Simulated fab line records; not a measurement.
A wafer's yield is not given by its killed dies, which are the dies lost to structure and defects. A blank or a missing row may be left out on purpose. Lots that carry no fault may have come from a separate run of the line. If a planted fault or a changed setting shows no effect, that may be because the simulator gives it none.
A lot that was struck, set against a sound lot :: flow n5_finfet :: 35 steps out of a route of 1938
Sound: wafers L713.1, L713.4, L713.6. Struck: wafers L719.1, L719.4 (left out: L719.3, a lot-mate that was not struck); the cause follows at the end.
At each step with rows: each side's tool, then ch and its chambers, then its first start. Under that, the readings that differ: sound wafers :: struck wafers :: difference of the means :: sigmas: that difference in standard deviations of wafers without a fault.
alike: words and numbers the same on both sides, and readings whose means are apart by under 2 such deviations; not compared: readings that were withheld, readings missing a value for some wafer, numbers with overlapping values and no deviation given by the record, and bounds like >300 which may hide the same value.
Wherever a step has rows on one side only, a row that says differs or no value, or a row with sigmas, the two part there. Numbers that have no deviation but don't overlap get no sigmas and don't part them. Lack of a reading on every wafer of one side parts them only where that side has two or more wafers.

first, 10 steps without rows for these wafers: N5_STI_FIN_REVEAL_PRECLEAN_18 (cleans in SC2, time 45 s); N5_STI_FIN_REVEAL_SRD_28 (time 30 s); N5_DUMMY_GATE_PRECLEAN_00 (cleans in O3/DIW, time 60 s); N5_DUMMY_GATE_SRD_01 (time 30 s); N5_DUMMY_GATE_ALD_02 (deposits SiO2, target thk 2 nm, pulse time 1 s); N5_DUMMY_GATE_CVD_03 (deposits a-Si from SiH4, target thk 150 nm, time 8042 s); N5_DUMMY_GATE_PRECLEAN_46 (cleans in DIW, time 89.5 s); N5_DUMMY_GATE_SRD_47 (dry time 32 s); N5_DUMMY_GATE_CMP_04 (polishes a-Si); N5_DUMMY_GATE_HM_DEP_06 (deposits SiNx from DCS/NH3, target thk 80 nm, time 5141 s).
N5_DUMMY_GATE_PECVD_30: deposits SiO2 from TEOS/O2, target thk 55 nm, time 10.8 s.
  sound on pecvd-04 ch 0,1, day 3 03:42; struck on pecvd-04 ch 1,2, day 4 19:23
reading: model.SiO2_of_DUMMY_GATE_PECVD_30.thk_nm (nm)
sound: 54.2 55.2 56.8
struck: 76 77.4
difference: +21
sigmas: 
then, 22 steps without rows for these wafers: N5_DUMMY_GATE_COAT_34 (time 60 s, resist thk 60 nm); N5_DUMMY_GATE_COAT_35 (time 60 s, resist thk 10 nm); N5_DUMMY_GATE_COAT_28 (time 60 s, resist thk 10 nm); N5_DUMMY_GATE_COAT_09 (resist thk 30 nm); N5_DUMMY_GATE_EBR_11; N5_DUMMY_GATE_SOFTBAKE_10 (time 60 s); N5_DUMMY_GATE_EXPOSE_12 (exposes mask GATE, target cd 25 nm); N5_DUMMY_GATE_PEB_13 (peb time 60 s); N5_DUMMY_GATE_DEVELOP_14 (develop time 30 s); N5_DUMMY_GATE_DESCUM_20 (chemistry O2, time 6.2 s); N5_DUMMY_GATE_ETCH_29 (etches underlayer in N2/H2, target depth 13 nm); N5_DUMMY_GATE_ETCH_36 (etches SiARC in CF4, target depth 13 nm); N5_DUMMY_GATE_ETCH_37 (etches SOC in N2/H2, target depth 60 nm, overetch 30 nm); N5_DUMMY_GATE_STRIP_38 (strips in N2/H2); N5_DUMMY_GATE_STRIP_39 (strips in N2/H2); N5_DUMMY_GATE_TRIM_49 (chemistry O2, time 29 s, target cd 14 nm); N5_DUMMY_GATE_STRIP_40 (strips in CF4); N5_DUMMY_GATE_ETCH_31 (etches SiO2 in C4F6/O2, target depth 82.5 nm, time 27.5 s); N5_DUMMY_GATE_STRIP_41 (strips in O2); N5_DUMMY_GATE_HM_OPEN_21 (chemistry CH3F/O2, target SiNx, target depth 120 nm, time 171.4 s); N5_DUMMY_GATE_ETCH_32 (etches SiO2 in CF4, target depth 3.5 nm, time 3.9 s); N5_DUMMY_GATE_ETCH_23 (etches poly-Si in HBr/Cl2/O2, target depth 41 nm, time 22.3 s).
N5_DUMMY_GATE_ETCH_44: etches poly-Si in HBr/O2, stops on SiO2, target depth 127.5 nm.
  sound on rie_si-04 ch 0,1,3, day 3 05:02; struck on rie_si-04 ch 0,1, day 4 21:01
reading: model.SiO2_of_DUMMY_GATE_PECVD_30.thk_nm (nm)
sound: 36.8 38 40
struck: 59.2 60.4
difference: +21.5
sigmas: 
  alike: drypump_motor_current_A, oes_product_au, throttle_valve_pct
  not compared: rf_hours_counter_h
after that, 1 step had no rows for these wafers: N5_PASSIVATION_PROBE_49.

WHERE THEY PART
Nowhere in this record.

WHY: what had been put in by the simulator
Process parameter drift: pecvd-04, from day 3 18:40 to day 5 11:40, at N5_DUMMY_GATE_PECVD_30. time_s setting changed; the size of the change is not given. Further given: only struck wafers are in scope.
